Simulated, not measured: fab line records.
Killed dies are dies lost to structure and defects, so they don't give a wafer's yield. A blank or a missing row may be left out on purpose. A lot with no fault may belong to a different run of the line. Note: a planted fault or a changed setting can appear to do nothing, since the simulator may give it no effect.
Which tool is to blame?	flow nand_harc	12 lots with 36 wafers sampled at 6 steps, on a route of 1302 steps

## WHAT THE GAUGES READ, wafer by wafer
NHARC_A_SGD_CUT_CD_MEAS_09: the cd target is 100 nm.
lot	measured	on	cd_nm (nm)
L716	day 19 04:09	cd_sem-01	99.8 99.9 100.4
L718	day 20 07:37	cd_sem-02	99.4 99.9 100.0
L717	day 20 10:47	cd_sem-01	99.9 100.0 99.8
L721	day 21 08:44	cd_sem-02	99.3 99.6 99.8
L723	day 22 13:28	cd_sem-01	100.0 100.0 99.6
L722	day 22 13:49	cd_sem-02	99.8 100.0 99.6
L728	day 24 07:43	cd_sem-03	99.7 99.9 100.3
L727	day 24 06:58	cd_sem-01	99.5 99.2 99.7
L729	day 24 20:23	cd_sem-02	99.5 99.6 99.4
L736	day 27 19:05	cd_sem-01	100.8 100.6 100.4
L737	day 28 07:49	cd_sem-02	100.1 99.0 99.3
L738	day 28 20:52	cd_sem-01	99.9 99.7 99.0

NHARC_A_SGD_CUT_INSPECT_11.
lot	measured	on	raw_defect_count
L716	day 19 04:16	defect_inspect-02	65 59 64
L718	day 20 07:44	defect_inspect-02	20 23 17
L717	day 20 10:55	defect_inspect-01	97 100 108
L721	day 21 08:51	defect_inspect-02	29 33 26
L723	day 22 13:35	defect_inspect-02	99 116 92
L722	day 22 13:57	defect_inspect-02	26 34 34
L728	day 24 07:50	defect_inspect-01	60 59 57
L727	day 24 07:05	defect_inspect-02	1151 1174 1215 1146 1180 1224
L729	day 24 20:31	defect_inspect-01	1204 1249 1233 1218 1243 1246
L736	day 27 19:12	defect_inspect-01	92 77 92
L737	day 28 07:56	defect_inspect-02	46 57 64
L738	day 28 20:59	defect_inspect-02	89 72 79

NHARC_END_SORT_01.
lot	measured	on	killed_at_array	killed_at_other	killed_at_periphery	killed_dies	killed_open	killed_short
L727	day 31 00:26	prober-02	102 121 106	0 0 0	3 1 3	105 122 109	2 0 4	2 0 2
L729	day 31 07:41	prober-01	97 84 120	0 1 0	7 10 8	104 95 128	3 4 3	5 4 1

## WHICH TOOL RAN EACH LOT (tool, then ch and the chambers of the sampled wafers, then the start)
lot	NHARC_A_STAIRCASE_ETCH_444	NHARC_A_SGD_CUT_DEP_00	NHARC_A_SGD_CUT_ETCH_15
L716	rie_diel-02 ch 1,2, day 18 20:20	pecvd-01 ch 0,2, day 19 03:25	rie_diel-13 ch 1,3, no start
L718	rie_diel-02 ch 0,1, day 19 20:08	pecvd-02 ch 0,1,2, day 20 07:01	rie_diel-13 ch 0,2,3, no start
L717	rie_diel-05 ch 1,2,3, day 20 02:50	pecvd-02 ch 0,1, day 20 10:04	rie_diel-06 ch 1,3, no start
L721	rie_diel-02 ch 0,1,2, day 20 23:55	pecvd-02 ch 1,2, day 21 08:01	rie_diel-09 ch 1,2,3, no start
L723	rie_diel-02 ch 0,1,2, day 22 05:42	pecvd-02 ch 0,2, day 22 12:47	rie_diel-13 ch 0,1,2, no start
L722	rie_diel-04 ch 2,3, day 22 05:52	pecvd-01 ch 0,2, day 22 13:06	rie_diel-09 ch 1,2,3, no start
L728	rie_diel-02 ch 0,1,3, day 23 23:52	pecvd-02 ch 0,2, day 24 07:00	rie_diel-13 ch 0,1,3, no start
L727	rie_diel-05 ch 0,1,2, day 24 00:04	pecvd-01 ch 1,2, day 24 06:16	rie_diel-09 ch 1,2, day 31 00:26 or earlier
L729	rie_diel-04 ch 1,2,3, day 24 11:35	pecvd-01 ch 0,1, day 24 19:43	rie_diel-13 ch 0,1,3, day 31 07:41 or earlier
L736	rie_diel-02 ch 0,2,3, day 27 11:10	pecvd-02 ch 0,1,2, day 27 18:23	rie_diel-09 ch 0,1,2, no start
L737	rie_diel-05 ch 0,2,3, day 27 22:55	pecvd-01 ch 0,1,2, day 28 07:06	rie_diel-09 ch 1,2,3, no start
L738	rie_diel-02 ch 2,3, day 28 13:04	pecvd-02 ch 0,1, day 28 20:08	rie_diel-09 ch 0,1,2, no start
- NHARC_A_STAIRCASE_ETCH_444: etches the open film in C4F8/O2, target depth 20400 nm, time 6800 s.
- NHARC_A_SGD_CUT_DEP_00: deposits SiNx, target thk 50 nm.
- NHARC_A_SGD_CUT_ETCH_15: etches the open film in CH3F/O2, target depth 75 nm, time 64.3 s.

## WHAT THE TOOLS THEMSELVES READ (means of the sampled wafers that have a number; where no wafer has one, the mark that the record gives instead)
NHARC_A_STAIRCASE_ETCH_444.
lot	tool	oes_product_au (a.u.)	rf_vpp_V (V)
L716	rie_diel-02	0.950	813
L718	rie_diel-02	0.925	811
L717	rie_diel-05	0.925	805
L721	rie_diel-02	0.929	809
L723	rie_diel-02	0.937	809
L722	rie_diel-04	0.919	805
L728	rie_diel-02	0.929	805
L727	rie_diel-05	0.927	806
L729	rie_diel-04	0.947	804
L736	rie_diel-02	0.928	803
L737	rie_diel-05	0.931	804
L738	rie_diel-02	0.926	804

NHARC_A_SGD_CUT_DEP_00.
lot	tool	heater_power_w (W)
L716	pecvd-01	765
L718	pecvd-02	650
L717	pecvd-02	776
L721	pecvd-02	692
L723	pecvd-02	608
L722	pecvd-01	637
L728	pecvd-02	558
L727	pecvd-01	648
L729	pecvd-01	806
L736	pecvd-02	657
L737	pecvd-01	718
L738	pecvd-02	714

NHARC_A_SGD_CUT_ETCH_15.
lot	tool	drypump_motor_current_A (A)	oes_product_au (a.u.)	rf_vpp_V (V)	showerhead_plenum_p_Torr (Torr)	throttle_valve_pct (%)
L716	rie_diel-13	5.5	0.975	262.9	2.39	20.672
L718	rie_diel-13	5.8	0.970	263.9	2.44	20.658
L717	rie_diel-06	5.9	0.954	261.8	2.40	20.666
L721	rie_diel-09	5.6	0.954	263.2	2.42	20.662
L723	rie_diel-13	5.6	0.973	264.3	2.43	20.662
L722	rie_diel-09	5.6	0.965	263.2	2.42	20.654
L728	rie_diel-13	5.7	0.968	263.1	2.39	20.660
L727	rie_diel-09	5.7	0.965	263.6	2.46	20.664
L729	rie_diel-13	5.7	0.969	263.5	2.39	20.670
L736	rie_diel-09	5.8	0.979	264.2	2.47	20.669
L737	rie_diel-09	5.6	0.959	263.7	2.42	20.661
L738	rie_diel-09	5.8	0.962	263.9	2.47	20.667

## THE ANSWER, worked out from the rows above alone
Rule: usual is defined by the lots themselves. Put in order of their means at a reading, lots are off if they are a third of the lots or fewer, leave a main group of 4 or more, and stand apart from it by a gap of 3 or more times the standard deviation of the main group's means; of several such gaps the widest counts. A main group whose means are all the same, to the digits that the tables above print for the reading, isn't used. Also off: a lot with no number at a reading for which 4 or more lots have one. Any other lot the step has rows for is counted as sound. After the gauges, taken in route order, come the tools' own readings; for these a lot's mean is taken, as printed above. The first step at which some lot is off is used, and at that step the reading that is off furthest; a lot without a number counts as furthest.
Off, at NHARC_A_SGD_CUT_INSPECT_11 on raw_defect_count: L727, L729. Main group: mean 63, sd 28.
If a tool, at a process step before that reading, ran all the lots that are off and no sound lot after the first of them, it fits. Those tools and the gauges at NHARC_A_SGD_CUT_INSPECT_11 are tried in the same way. No candidate that was tried fits.

## WHAT THE SIMULATOR HAD INSERTED
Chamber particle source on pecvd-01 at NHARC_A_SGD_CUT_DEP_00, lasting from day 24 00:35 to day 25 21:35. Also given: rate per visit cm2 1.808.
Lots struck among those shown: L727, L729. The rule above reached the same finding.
